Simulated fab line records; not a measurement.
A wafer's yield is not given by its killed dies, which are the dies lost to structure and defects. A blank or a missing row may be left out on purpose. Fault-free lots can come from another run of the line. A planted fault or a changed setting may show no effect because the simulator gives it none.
Chamber matching :: flow nand_harc :: NHARC_A_STAIRCASE_CMP_472 on cmp-04: 4 sister chambers
The step polishes SiO2. 8 wafers are shown with their chamber, then 8 later ones without.

## WAFERS, EACH WITH ITS CHAMBER
wafer: L076.3
chamber: 0
motor_current_A (A): 12.7

wafer: L088.2
chamber: 2
motor_current_A (A): 13.8

wafer: L088.4
chamber: 1
motor_current_A (A): 13.5

wafer: L088.5
chamber: 2
motor_current_A (A): 14.9

wafer: L088.1
chamber: 3
motor_current_A (A): 12.4

wafer: L088.3
chamber: 0
motor_current_A (A): 12.0

wafer: L088.6
chamber: 1
motor_current_A (A): 13.1

wafer: L090.2
chamber: 3
motor_current_A (A): 11.6

## WAFERS MISSING THEIR CHAMBER
wafer: L090.3
motor_current_A (A): 13.5

wafer: L090.4
motor_current_A (A): 11.7

wafer: L094.3
motor_current_A (A): 14.5

wafer: L094.4
motor_current_A (A): 13.4

wafer: L094.6
motor_current_A (A): 12.3

wafer: L096.1
motor_current_A (A): 13.7

wafer: L096.2
motor_current_A (A): 13.8

wafer: L096.5
motor_current_A (A): 13.0

## THE CHAMBER EACH PASSED THROUGH
wafer: L090.3
from the rows above: can't be placed: 1 or 2 or 0
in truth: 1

wafer: L090.4
from the rows above: can't be placed: 3 or 0
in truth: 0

wafer: L094.3
from the rows above: can't be placed: 2 or 1
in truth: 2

wafer: L094.4
from the rows above: can't be placed: 1 or 2 or 0
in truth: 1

wafer: L094.6
from the rows above: can't be placed: 0 or 3 or 1
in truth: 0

wafer: L096.1
from the rows above: can't be placed: 1 or 2 or 0
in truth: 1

wafer: L096.2
from the rows above: can't be placed: 1 or 2 or 0
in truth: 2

wafer: L096.5
from the rows above: can't be placed: 1 or 0 or 3 or 2
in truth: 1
Correctly placed: 0 of 8. These rows do not allow placing 8 (true chamber among the candidates in 8). Number placed wrongly: 0.
How it was worked out, from the rows above alone: a wafer's distance from a chamber is the root of the sum, over the readings, of the square of ((its reading less the chamber's mean) divided by the reading's scatter). The wafer belongs to the nearest chamber; if the next one is less than 2 further off, it can't be placed. For every chamber, the mean is computed from those of its wafers that are shown. The scatter: take each reading less its chamber's mean, square it, sum over the shown wafers, divide by the number of wafers less the number of chambers, and take the root.
